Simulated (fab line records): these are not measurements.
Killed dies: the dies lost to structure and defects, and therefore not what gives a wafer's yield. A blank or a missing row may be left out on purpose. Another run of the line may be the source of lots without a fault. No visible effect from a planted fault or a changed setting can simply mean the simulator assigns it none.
Problem report in the 8D (eight disciplines) form, filled by code | flow nand-harc | the parts of the form that need people (team, actions taken, sign-off) are left out

## 1. PROBLEM STATEMENT
Mean of killed-at-array at NHARC_END_SORT_01: 673 across 5 wafers in 3 lots; on wafers with no fault it is 29 (standard deviation 8.4). Measured from the usual mean, that is +77 standard deviations.
First seen on wafer L758.3, day 23 23:37, on prober-02. Wafers with a number at this step in the record: 42, from 15 lots. The rule behind "out" and "out of limits": a value lying over 4 standard deviations away from the usual mean. The rest of the wafers with a number are treated as sound.

## 2. WHAT THIS IS AND IS NOT
question                    | is                                     | is not
which readings at this step | killed-at-array, killed-dies           | killed-at-other, killed-at-periphery, killed-open, killed-short
which lots                  | L757, L758, L759                       | L740, L742, L743, L744, L745, L746, L748, L749, L750, L753, L755, L762
which wafers of those lots  | L757.3, L757.5, L758.3, L758.5, L759.3 | L759.6
read on which gauges        | prober-01, prober-02                   | -
when                        | from day 23 23:37                      | up to then (33 sound wafers); but 4 sound wafers of L759, L762 came after

## 3. THE SUSPECTS, EACH WITH WHAT RULES IT OUT
Counting: a tool at a process step up to the reading stays a suspect if it ran every lot that is out. Sound lots after the first of them don't rule it out here, since some wafers of a struck lot are sound.
- the gauge at NHARC_END_SORT_01 is ruled out. 2 gauges (prober-01, prober-02) read the wafers that are out.
- pecvd-03 at NHARC_A_CHANNEL_HOLE_D1_DEP_01 (deposits SiON, target thk 140 nm): kept. Every lot that is out went through it, the first being L757 (day 12 19:38); the last sound lot it ran before that was L755 (day 12 10:29).
- plasma-asher-02 at NHARC_THIN_TSV_STRIP_62 (strips in N2/H2, time 20 s): kept. It ran every lot that is out and that the record shows at this step, first L759 (day 23 08:37); its last sound lot up to then is L755 (day 22 14:17). The record shows only 1 of the 3 lots at this step.
- pvd-sputter-03 at NHARC_THIN_TSV_DEGAS_49 (time 120 s): kept. It ran every lot that is out and that the record shows at this step, first L759 (day 23 08:45); its last sound lot up to then is L749 (day 21 09:35). The record shows only 1 of the 3 lots at this step.
- pvd-sputter-03 at NHARC_THIN_TSV_PRE_CLEAN_50 (time 30 s): kept. It ran every lot that is out and that the record shows at this step, first L759 (day 24 07:19); its last sound lot up to then is L749 (day 22 22:37). NHARC_THIN_TSV_PRE_CLEAN_50 gives no start for some lots, so the hours and the order of its lots are those of NHARC_END_SORT_01. The record shows only 1 of the 3 lots at this step.
- Within pecvd-03 at NHARC_A_CHANNEL_HOLE_D1_DEP_01: the wafers that are out ran in chambers 0, 2; their sound lot-mates ran in chamber 1.
Left after counting: pecvd-03 at NHARC_A_CHANNEL_HOLE_D1_DEP_01, plasma-asher-02 at NHARC_THIN_TSV_STRIP_62, pvd-sputter-03 at NHARC_THIN_TSV_DEGAS_49, pvd-sputter-03 at NHARC_THIN_TSV_PRE_CLEAN_50.

## 4. THE CAUSE (what the simulator had put in)
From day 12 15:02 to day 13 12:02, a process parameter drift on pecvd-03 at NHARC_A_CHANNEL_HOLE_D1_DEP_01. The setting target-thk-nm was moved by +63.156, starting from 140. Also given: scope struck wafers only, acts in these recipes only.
Counting left 4 suspects, and this tool is among them.

## 5. SEQUENCE OF EFFECTS, ordered by route
One row per reading whose mean, taken over the struck wafers that have a number, lies over 3 standard deviations from the usual. Scope: only readings with a usual standard deviation given in the record; hours: median across lots of the time from each lot's start at the first step in this table that gives one to its start at this step; sigmas: change in usual standard deviations.
hours | step              | reading         | usual | on struck wafers | change | sigmas
0     | NHARC_END_SORT_01 | killed-at-array | 29    | 673              | +644   | +77
0     | NHARC_END_SORT_01 | killed-dies     | 33    | 677              | +644   | +72

## 6. WHAT WOULD HAVE CAUGHT IT SOONER
273 hours passed between the start of the fault at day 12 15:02 and the first reading out of limits at a measuring or inspecting step in this record, taken at day 23 23:37.
No tool reading at NHARC_A_CHANNEL_HOLE_D1_DEP_01 that has a usual standard deviation in the record was out on any struck wafer, so an alarm limit of 4 standard deviations on those readings would not have fired.
Each of the lots that are out, 3 in all, had begun NHARC_A_CHANNEL_HOLE_D1_DEP_01 on pecvd-03 no later than day 23 23:37. A hold on the tool at that time would have spared none of them.
